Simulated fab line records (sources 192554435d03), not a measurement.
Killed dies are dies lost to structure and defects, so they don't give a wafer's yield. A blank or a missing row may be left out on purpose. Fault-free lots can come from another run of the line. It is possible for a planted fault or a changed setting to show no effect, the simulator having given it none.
fab line records	flow n5-finfet
record lots=7	wafers=20	last-day=17
route steps=1938 shown MOL_CONTACT_COAG@532 BEOL_M4@1111 PASSIVATION@1936
lots that met no fault: from a run of the same line without faults
start-h: the number of hours between the record's first day and the start of the first shown wafer of the lot	wait-h: hours elapsed since this lot's preceding step	" unchanged from the row above	L1.1+2: one row covering several wafers at once	- no value, or no start was given	* or withheld: withheld	< > ~ a bound
route shown NAME@n: a module of which the file shows steps, and the number in the route of the first	usual: mean and standard deviation over wafers with no fault	same: alike in all rows	chamber/n: place in a boat	sites: per-site readings	_std_site: standard deviation of those values	_edge_site: outer sites' mean less inner sites'	radius-mm: how far each site lies from the wafer's centre	mask NAME#n: copy n	behind: the last tool/chamber to shape the wafer	hold: why the lot went on hold/how many hours it stayed there/how the hold came to an end	device: the transistor (n, p or np) that didn't switch	end of line: the tests these same wafers got at the end of their route	for a step that has no rows: nothing shown but its recipe	killed: count of dies lost to structure and defects at first sort (not the wafer's yield)	map: per-die view of a wafer (x killed, . not killed, _ where there is no die)
set.NAME: the setting as run; set.NAME@STEP: as run at that earlier step	model.NAME: the simulator's own value behind a step, which no gauge read
lots at selected steps of the route; one table per step, one row per wafer
services: a tool's chamber out of use, with start hour (start-h, from the record's first day; less than 0 if before it), hours out, and reason
## steps
# step N5_MOL_CONTACT_COAG_ETCH_106
# recipe chemistry=N2/H2	target=SOC	target-depth-a=800	overetch-a=160	mask-material=SiARC	temp-c=40	time-s=120	ion-energy-ev=200	pressure-mtorr=30	source-w=840	bias-w=150	n2-flow-sccm=200	h2-flow-sccm=200
# usual drypump-motor-current-A=5.8/0.35	oes-product-au=0.70/0.083	rf-vpp-V=524.0/2.7	showerhead-plenum-p-Torr=2.55/0.1	throttle-valve-pct=17.74/0.24
lot.wafer	tool	chamber	start-h	wait-h	drypump-motor-current-A	oes-product-au	rf-hours-counter-h	rf-vpp-V	showerhead-plenum-p-Torr	throttle-valve-pct
L349.1	rie-diel-04	3	106.80	0.0	5.7	0.62	223	526.1	2.62	17.95
L349.4	"	0	"	"	6.4	0.65	211	526.9	2.60	18.34
L349.5	"	1	"	"	6.1	0.79	-	527.6	2.60	17.58
L356.2	rie-diel-03	3	146.61	0.0	5.5	0.85	8	522.1	2.47	17.62
L356.4	"	1	"	"	5.8	0.80	18	526.1	2.61	17.97
L356.5	"	1	"	"	5.8	0.80	-	524.4	2.61	18.00
L358.2	rie-diel-05	0	159.62	0.0	6.6	0.74	98	528.9	2.68	17.92
L358.3	"	3	"	"	5.7	0.63	211	522.1	2.51	17.74
L358.6	"	1	"	"	5.6	0.63	-	521.2	2.41	17.78
L359.1	rie-diel-04	0	167.96	0.0	6.4	0.64	234	523.6	2.59	18.38
L359.3	"	1	"	"	6.1	0.77	56	524.6	2.59	17.62
L359.4	"	2	"	"	5.5	0.66	177	519.6	2.44	17.85
L360.1	rie-diel-03	1	172.69	0.0	5.8	0.78	27	525.2	2.61	17.98
L360.2	"	3	"	"	5.5	0.83	17	522.0	2.47	17.62
L360.5	"	1	"	"	5.7	0.78	-	525.0	2.61	18.00
L361.2	rie-diel-04	2	176.58	0.0	5.5	0.65	180	519.6	2.43	17.86
L361.4	"	3	"	"	5.7	0.62	250	524.5	2.61	17.99
L368.4	rie-diel-04	2	221.66	0.0	5.5	0.64	-	520.5	2.43	17.90
L368.5	"	1	"	"	6.1	0.74	-	525.4	2.58	17.67
L368.6	"	3	"	"	5.7	0.83	-	525.6	2.60	17.61
# step N5_MOL_CONTACT_COAG_STRIP_107
# recipe chemistry=N2/H2	temp-c=40	n2-flow-sccm=200	h2-flow-sccm=200	rf-frequency-hz=6e+07
# step N5_MOL_CONTACT_COAG_STRIP_108
# recipe chemistry=N2/H2	temp-c=40	n2-flow-sccm=200	h2-flow-sccm=200	rf-frequency-hz=6e+07
# step N5_MOL_CONTACT_COAG_CONTACT_ETCH_14
# recipe chemistry=C4F6/O2	target=SiO2	target-depth-a=275	overetch-a=85	mask-material=SOC	pressure-mtorr=30	source-w=370	bias-w=185	Ar_flow_sccm=300	C4F6_flow_sccm=16	O2_flow_sccm=10	time-s=20	ion-energy-ev=259.6
# usual drypump-motor-current-A=5.8/0.35	mfc-ar-sccm=299.9/0.94	oes-product-au=0.67/0.078	rf-vpp-V=693/3.5	showerhead-plenum-p-Torr=2.89/0.1	throttle-valve-pct=21.18/0.23
lot.wafer	tool	chamber	start-h	wait-h	drypump-motor-current-A	mfc-ar-sccm	oes-product-au	rf-hours-counter-h	rf-vpp-V	showerhead-plenum-p-Torr	throttle-valve-pct
L349.1	rie-diel-04	3	106.90	0.0	5.7	300.3	0.60	223	695	2.95	21.36
L349.4	"	0	"	"	6.4	299.6	0.62	211	696	2.98	21.94
L349.5	"	1	"	"	6.1	298.8	0.76	-	694	2.93	21.03
L356.2	rie-diel-03	3	146.71	0.0	5.5	298.5	0.80	8	690	2.83	21.24
L356.4	"	1	"	"	5.8	300.6	0.76	18	694	2.91	21.16
L356.5	"	1	"	"	5.8	298.7	0.76	-	696	2.91	21.18
L358.2	rie-diel-05	0	159.72	0.0	6.7	299.0	0.69	98	698	3.01	21.30
L358.3	"	3	"	"	5.7	301.1	0.61	211	692	2.84	21.12
L358.6	"	1	"	"	5.6	298.1	0.61	-	687	2.74	21.17
L359.1	rie-diel-04	0	168.06	0.0	6.4	301.0	0.61	234	694	2.97	21.99
L359.3	"	1	"	"	6.1	297.9	0.73	56	695	2.92	21.07
L359.4	"	2	"	"	5.5	298.4	0.62	177	688	2.75	21.21
L360.1	rie-diel-03	1	172.79	0.0	5.8	301.2	0.74	27	695	2.91	21.19
L360.2	"	3	"	"	5.5	299.9	0.78	17	691	2.83	21.25
L360.5	"	1	"	"	5.8	299.6	0.73	-	693	2.91	21.20
L361.2	rie-diel-04	2	176.68	0.0	5.5	301.0	0.62	180	687	2.75	21.20
L361.4	"	3	"	"	5.6	301.9	0.58	250	696	2.93	21.39
L368.4	rie-diel-04	2	221.73	0.0	5.5	300.5	0.61	-	689	2.74	21.23
L368.5	"	1	"	"	6.1	298.7	0.71	-	693	2.91	21.10
L368.6	"	3	"	"	5.7	299.5	0.78	-	694	2.93	21.07
# step N5_MOL_CONTACT_COAG_STRIP_109
# recipe chemistry=C4F6/O2	resist=SiARC	rf-frequency-hz=6e+07
# step N5_MOL_CONTACT_COAG_ETCH_15
# recipe chemistry=CH3F/O2	target=SiNx	target-depth-a=70	mask-material=SOC	stop-on=Si:P	over-etch-frac=0.75	ion-energy-ev=120	pressure-mtorr=30	source-w=395	bias-w=73	Ar_flow_sccm=150	CH3F_flow_sccm=30	O2_flow_sccm=20
# usual drypump-motor-current-A=5.8/0.35	mfc-ar-sccm=150.0/0.44	oes-product-au=0.58/0.068	rf-vpp-V=298/6.4	showerhead-plenum-p-Torr=2.00/0.076	throttle-valve-pct=16.26/0.22
lot.wafer	tool	chamber	start-h	wait-h	drypump-motor-current-A	mfc-ar-sccm	oes-product-au	rf-hours-counter-h	rf-vpp-V	showerhead-plenum-p-Torr	throttle-valve-pct
L349.1	rie-diel-04	3	106.94	0.0	5.7	149.8	0.51	223	302	2.05	16.50
L349.4	"	0	"	"	6.4	149.5	0.53	211	292	2.07	16.95
L349.5	"	1	"	"	6.1	149.6	0.65	-	301	2.04	16.07
L356.2	rie-diel-03	3	146.75	0.0	5.5	149.9	0.70	8	286	1.97	16.24
L356.4	"	1	"	"	5.8	149.8	0.65	18	301	2.02	16.19
L356.5	"	1	"	"	5.7	150.5	0.65	-	301	2.02	16.19
L358.2	rie-diel-05	0	159.76	0.0	6.6	149.9	0.60	98	302	2.10	16.35
L358.3	"	3	"	"	5.7	149.7	0.51	211	302	1.97	16.30
L358.6	"	1	"	"	5.6	150.2	0.52	-	302	1.90	16.32
L359.1	rie-diel-04	0	168.10	0.0	6.4	150.6	0.52	234	290	2.07	16.99
L359.3	"	1	"	"	6.1	149.7	0.63	56	300	2.03	16.09
L359.4	"	2	"	"	5.4	149.2	0.54	177	308	1.91	16.30
L360.1	rie-diel-03	1	172.83	0.0	5.8	150.9	0.63	27	301	2.02	16.20
L360.2	"	3	"	"	5.5	150.5	0.67	17	287	1.96	16.28
L360.5	"	1	"	"	5.7	150.6	0.64	-	301	2.02	16.23
L361.2	rie-diel-04	2	176.71	0.0	5.4	149.3	0.53	180	307	1.91	16.30
L361.4	"	3	"	"	5.7	151.1	0.50	250	301	2.04	16.56
L368.4	rie-diel-04	2	221.78	0.0	5.5	149.9	0.52	-	306	1.90	16.32
L368.5	"	1	"	"	6.1	150.7	0.61	-	300	2.02	16.14
L368.6	"	3	"	"	5.7	149.9	0.68	-	301	2.04	16.11
# step N5_MOL_CONTACT_COAG_ETCH_110
# recipe chemistry=CF4/O2	target=Si	target-depth-a=25	time-s=8	pressure-mtorr=100	source-w=200	bias-w=12	ion-energy-ev=60	Ar_flow_sccm=100	cf4-flow-sccm=100	O2_flow_sccm=10
# usual drypump-motor-current-A=5.8/0.35	mfc-ar-sccm=100.0/0.32	oes-product-au=0.78/0.1	rf-vpp-V=128/3	showerhead-plenum-p-Torr=2.23/0.08	throttle-valve-pct=10.72/0.25
lot.wafer	tool	chamber	start-h	wait-h	drypump-motor-current-A	mfc-ar-sccm	oes-product-au	rf-hours-counter-h	rf-vpp-V	showerhead-plenum-p-Torr	throttle-valve-pct
L349.1	rie-diel-04	3	107.00	0.0	5.7	99.7	0.71	223	129	2.28	11.02
L349.4	"	0	"	"	6.4	99.9	0.73	211	124	2.30	11.33
L349.5	"	1	"	"	6.1	100.0	0.91	-	129	2.26	10.38
L356.2	rie-diel-03	3	146.81	0.0	5.5	100.1	0.96	8	124	2.19	10.54
L356.4	"	1	"	"	5.8	99.8	0.90	18	128	2.25	10.52
L356.5	"	1	"	"	5.8	100.0	0.90	-	128	2.25	10.51
L358.2	rie-diel-05	0	159.82	0.0	6.6	99.9	0.81	98	128	2.34	10.76
L358.3	"	3	"	"	5.7	99.6	0.71	211	128	2.20	10.87
L358.6	"	1	"	"	5.6	99.6	0.71	-	131	2.11	10.83
L359.1	rie-diel-04	0	168.16	0.0	6.4	99.9	0.72	234	123	2.29	11.38
L359.3	"	1	"	"	6.1	100.3	0.87	56	128	2.25	10.45
L359.4	"	2	"	"	5.5	99.6	0.73	177	133	2.14	10.84
L360.1	rie-diel-03	1	172.89	0.0	5.8	99.5	0.87	27	129	2.25	10.54
L360.2	"	3	"	"	5.5	100.3	0.93	17	123	2.19	10.56
L360.5	"	1	"	"	5.8	99.1	0.87	-	129	2.25	10.55
L361.2	rie-diel-04	2	176.77	0.0	5.4	99.7	0.72	180	132	2.14	10.83
L361.4	"	3	"	"	5.7	100.4	0.70	250	128	2.27	11.09
L368.4	rie-diel-04	2	221.84	0.0	5.5	99.9	0.71	-	132	2.13	10.89
L368.5	"	1	"	"	6.1	99.6	0.85	-	128	2.24	10.52
L368.6	"	3	"	"	5.7	100.5	0.93	-	129	2.26	10.39
# step N5_MOL_CONTACT_COAG_STRIP_98
# recipe chemistry=N2/H2	power-w=500	temp-c=40	pressure-mtorr=50	rf-frequency-hz=6e+07	overash-fraction=0.3	bias-power-w=8	h2-frac=0.5	n2-flow-sccm=300	h2-flow-sccm=300
# step N5_MOL_CONTACT_COAG_CD_MEAS_99
# recipe target-cd-nm=17.2	polarity=opening
# usual cd-nm=17.5/0.36
lot.wafer	tool	chamber	start-h	wait-h	cd-nm
L349.1	cd-sem-02	-	107.11	-	17.6
L349.4	"	-	"	"	17.1
L349.5	"	-	"	"	17.1
L356.2	cd-sem-02	-	146.93	-	17.6
L356.4	"	-	"	"	17.8
L356.5	"	-	"	"	17.5
L358.2	cd-sem-02	-	159.94	-	17.3
L358.3	"	-	"	"	18.0
L358.6	"	-	"	"	17.3
L359.1	cd-sem-02	-	168.27	-	16.4
L359.3	"	-	"	"	17.2
L359.4	"	-	"	"	16.8
L360.1	cd-sem-03	-	173.02	-	17.5
L360.2	"	-	"	"	17.4
L360.5	"	-	"	"	17.5
L361.2	cd-sem-01	-	176.89	-	16.9
L361.4	"	-	"	"	17.2
L368.4	cd-sem-01	-	221.94	-	16.8
L368.5	"	-	"	"	17.7
L368.6	"	-	"	"	17.0
# step N5_MOL_CONTACT_COAG_IMPLANT_129
# recipe species=Ge	energy-kev=3	dose-cm2=6e+14	tilt-deg=0	rotation-deg=0
# step N5_MOL_CONTACT_COAG_PRECLEAN_111
# recipe chemistry=NF3:NH3	afs-cycles=1	temp-c=30	time-s=20	sublimation-temp-c=180	sublimation-time-s=60	pressure-torr=3	rf-power-w=30
# step N5_MOL_CONTACT_COAG_TI_SIL_19
# recipe material=Ti	target-thk-a=42	temp-c=200	chamber-pressure-pa=5	power-w=5000	time-s=15
# step N5_MOL_CONTACT_COAG_ALD_20
# recipe material=TiN	target-thk-a=15	temp-c=400	ald-precursor-family=TiCl4	ald-co-reactant=NH3	pulse-time-s=1	purge-time-s=3	co-reactant-purge-time-s=2	co-reactant-pulse-time-s=2	ald-cycles=68	pressure-torr=3
# usual ald-cycles=68/0	heater-power-w=870/75	precursor-pulse-height-rel=1.003/0.019
# same purge-time-s=3
lot.wafer	tool	chamber	start-h	wait-h	ald-cycles	heater-power-w	precursor-pulse-height-rel
L349.1	ald-metal-04	2	108.57	0.1	68	897	1.009
L349.4	"	3	"	"	68	1011	1.001
L349.5	"	3	"	"	68	1033	1.010
L356.2	ald-metal-01	0	148.56	0.1	68	1016	0.998
L356.4	"	1	"	"	68	839	0.994
L356.5	"	3	"	"	68	787	0.994
L358.2	ald-metal-01	0	161.59	0.1	72	979	0.997
L358.3	"	3	"	"	72	797	0.983
L358.6	"	2	"	"	68	828	1.036
L359.1	ald-metal-04	1	170.24	0.1	68	836	1.064
L359.3	"	0	"	"	68	885	0.984
L359.4	"	1	"	"	68	833	1.008
L360.1	ald-metal-01	1	175.30	0.1	68	824	0.985
L360.2	"	2	"	"	72	819	1.009
L360.5	"	1	"	"	68	811	1.005
L361.2	ald-metal-01	2	177.49	0.1	72	827	1.017
L361.4	"	3	"	"	68	799	0.991
L368.4	ald-metal-03	3	224.25	0.1	68	846	0.993
L368.5	"	0	"	"	68	865	1.012
L368.6	"	1	"	"	68	876	0.970
# step N5_MOL_CONTACT_COAG_SIL_ANNEAL_21
# recipe temp-c=550	time-s=60	ambient=N2
# usual lamp-power-pct=6.40/0.048	wafer_temp_C_max=552.7/0.81
lot.wafer	tool	chamber	start-h	wait-h	lamp-power-pct	wafer_temp_C_max
L349.1	rtp-anneal-02	0	109.03	0.3	6.46	553.7
L349.4	"	0	"	"	6.46	553.9
L349.5	"	0	"	"	6.45	554.0
L356.2	rtp-anneal-01	0	149.06	0.3	6.37	552.4
L356.4	"	0	"	"	6.35	553.0
L356.5	"	0	"	"	6.36	552.2
L358.2	rtp-anneal-01	0	161.99	0.2	6.36	552.6
L358.3	"	0	"	"	6.36	552.1
L358.6	"	0	"	"	6.35	552.5
L359.1	rtp-anneal-02	0	170.61	0.2	6.46	553.2
L359.3	"	0	"	"	6.45	553.7
L359.4	"	0	"	"	6.45	553.6
L360.1	rtp-anneal-02	0	175.69	0.2	6.45	553.6
L360.2	"	0	"	"	6.45	554.2
L360.5	"	0	"	"	6.46	553.9
L361.2	rtp-anneal-01	0	178.00	0.3	6.37	552.3
L361.4	"	0	"	"	6.36	552.3
L368.4	rtp-anneal-02	0	224.72	0.3	6.44	555.0
L368.5	"	0	"	"	6.45	553.6
L368.6	"	0	"	"	6.45	552.8
# step N5_BEOL_M4_RC_MEAS_101
# usual DIBL_N=36.5/1.8	DIBL_P=36.5/2.1	IOFF_N=0.17/0.031	IOFF_P=0.22/0.036	ION_N=677/11	ION_P=463/8	SS_N=71.6/0.61	SS_P=73.3/0.63	VT_N=249/3.1	VT_P=-250/3.3
lot.wafer	tool	chamber	start-h	wait-h	DIBL_N[mV/V]	DIBL_P[mV/V]	IOFF_N[nA/um]	IOFF_P[nA/um]	ION_N[uA/um]	ION_P[uA/um]	SS_N[mV/dec]	SS_P[mV/dec]	VT_N[mV]	VT_P[mV]
L349.1	prober-02	0	182.56	0.0	39.1	39.7	0.20	0.22	688	466	71.6	74.0	247	-250
L349.4	"	0	"	"	38.0	38.9	0.18	0.21	693	463	72.3	74.4	246	-253
L349.5	"	0	"	"	40.0	40.0	0.21	0.24	696	470	71.4	74.2	241	-251
L356.2	prober-01	0	236.82	0.2	37.0	35.0	0.18	0.19	673	455	71.6	72.9	248	-253
L356.4	"	0	"	"	37.2	35.3	0.17	0.21	667	444	72.1	73.7	250	-249
L356.5	"	0	"	"	37.5	36.1	0.18	0.21	658	450	71.9	73.6	251	-253
L358.2	prober-01	0	243.56	0.2	34.8	32.6	0.13	0.19	643	445	71.8	71.8	253	-253
L358.3	"	0	"	"	37.3	36.7	0.19	0.25	686	467	72.4	73.6	246	-248
L358.6	"	0	"	"	36.0	34.3	0.15	0.21	669	458	71.9	73.1	251	-251
L359.1	prober-02	0	247.44	0.0	38.2	39.1	0.18	0.22	683	463	71.7	74.0	247	-251
L359.3	"	0	"	"	36.5	37.7	0.17	0.20	686	466	71.3	72.8	247	-253
L359.4	"	0	"	"	37.4	38.5	0.19	0.22	699	468	71.8	74.9	246	-252
L360.1	prober-01	0	252.62	0.0	36.0	36.4	0.15	0.22	666	460	71.2	73.4	252	-247
L360.2	"	0	"	"	36.3	36.3	0.17	0.22	682	470	72.2	73.4	247	-248
L360.5	"	0	"	"	35.3	34.5	0.14	0.19	659	458	71.3	72.6	250	-250
L361.2	prober-01	0	265.10	0.2	35.7	36.1	0.14	0.18	670	457	72.3	73.2	253	-253
L361.4	"	0	"	"	36.5	36.5	0.16	0.19	671	458	71.4	73.7	250	-252
L368.4	prober-02	0	313.24	0.5	37.9	38.7	0.20	0.28	678	472	71.8	73.9	244	-245
L368.5	"	0	"	"	37.9	38.7	0.21	0.28	685	470	71.8	73.9	245	-244
L368.6	"	0	"	"	39.4	40.0	0.22	0.30	688	477	72.4	74.3	244	-244
# step N5_PASSIVATION_PROBE_49
# usual defect-limited-yield=91.4/1.5	killed_at_M0_to_M3=35/11	killed_at_M4_up=16/7	killed-at-contacts=11/5.3	killed-at-front-end=37/11	killed-at-other=3.1/2.8	killed-dies=102/18	killed-open=69/15	killed-short=31/7.8	sort_bin_5_function=5.1/1.1	sort_bin_6_memory=3.2/0.69	sort_bin_8_speed=0.00/0.016	sort-n-pass=1078/18	sort-yield-pct=91.4/1.5
# same gross-dies=1180	killed-at-back-side=0	sort_bin_4_leakage[%]=0
lot.wafer	tool	chamber	start-h	wait-h	defect-limited-yield[%]	killed_at_M0_to_M3	killed_at_M4_up	killed-at-contacts	killed-at-front-end	killed-at-other	killed-dies	killed-open	killed-short	sort_bin_5_function[%]	sort_bin_6_memory[%]	sort_bin_8_speed[%]	sort-n-pass	sort-yield-pct[%]
L361.4	prober-01	-	373.78	0.2	89.7	55	10	17	35	5	122	75	47	6.6	3.3	0	1058	89.7
# killed by level:class
L361.4 MOL_CONTACT_COAG:geometric-particle:open=17 BEOL_M3:geometric-particle:open=12 GATE_CUT:geometric-particle:short=11 BEOL_M0_SAQP:geometric-particle:short=11 BEOL_M2:geometric-particle:open=10 BEOL_M2:geometric-particle:short=7 FIN_SAQP:geometric-particle:open=5 BEOL_M1:geometric-particle:open=5
## services
tool	chamber	start-h	hours	kind
rie-diel-05	2	91.55	11.1	repair
rie-diel-03	3	102.45	-	clean
rie-diel-03	3	102.45	-	consumable-replace:focus-ring
rie-diel-03	3	102.45	19.2	scheduled-down
rie-diel-03	3	102.45	19.2	vent-cycle
ald-metal-04	-	115.48	0.6	repair
rie-diel-03	-	118.04	2.8	pm
rie-diel-04	2	122.02	1.8	repair
ald-metal-04	-	165.07	2.8	pm
rie-diel-05	0	166.50	3.8	repair
ald-metal-04	2	168.13	28.5	repair
rie-diel-05	3	168.28	4.5	repair
ald-metal-03	-	169.56	1.2	pm
ald-metal-03	-	174.16	14.6	pm
rie-diel-04	3	176.86	-	clean
rie-diel-04	3	176.86	-	consumable-replace:focus-ring
rie-diel-04	3	176.86	19.3	scheduled-down
rie-diel-04	3	176.86	19.3	vent-cycle
rie-diel-03	3	197.84	8.7	repair
rie-diel-04	0	208.14	-	clean
rie-diel-04	0	208.14	-	consumable-replace:focus-ring
rie-diel-04	0	208.14	16.2	scheduled-down
rie-diel-04	0	208.14	16.2	vent-cycle
rie-diel-03	3	214.28	5.1	repair
## key
first-sign step=N5_MOL_CONTACT_COAG_ALD_20	reading=ald-cycles	direction=up	sigmas=99+	usual=*	struck=*
effect none on later readings
met-at N5_MOL_CONTACT_COAG_ALD_20
struck-wafers L358.2,L358.3,L360.2,L361.2
onset-between 148.56 161.59
fault kind=process-parameter-drift	tool=ald-metal-01	chamber=-	onset-h=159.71	steps=N5_MOL_CONTACT_COAG_ALD_20	channel=ald-cycles	offset=*	shape=step	end-h=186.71	scope=struck-wafers-only	acts-in=*	stated=*
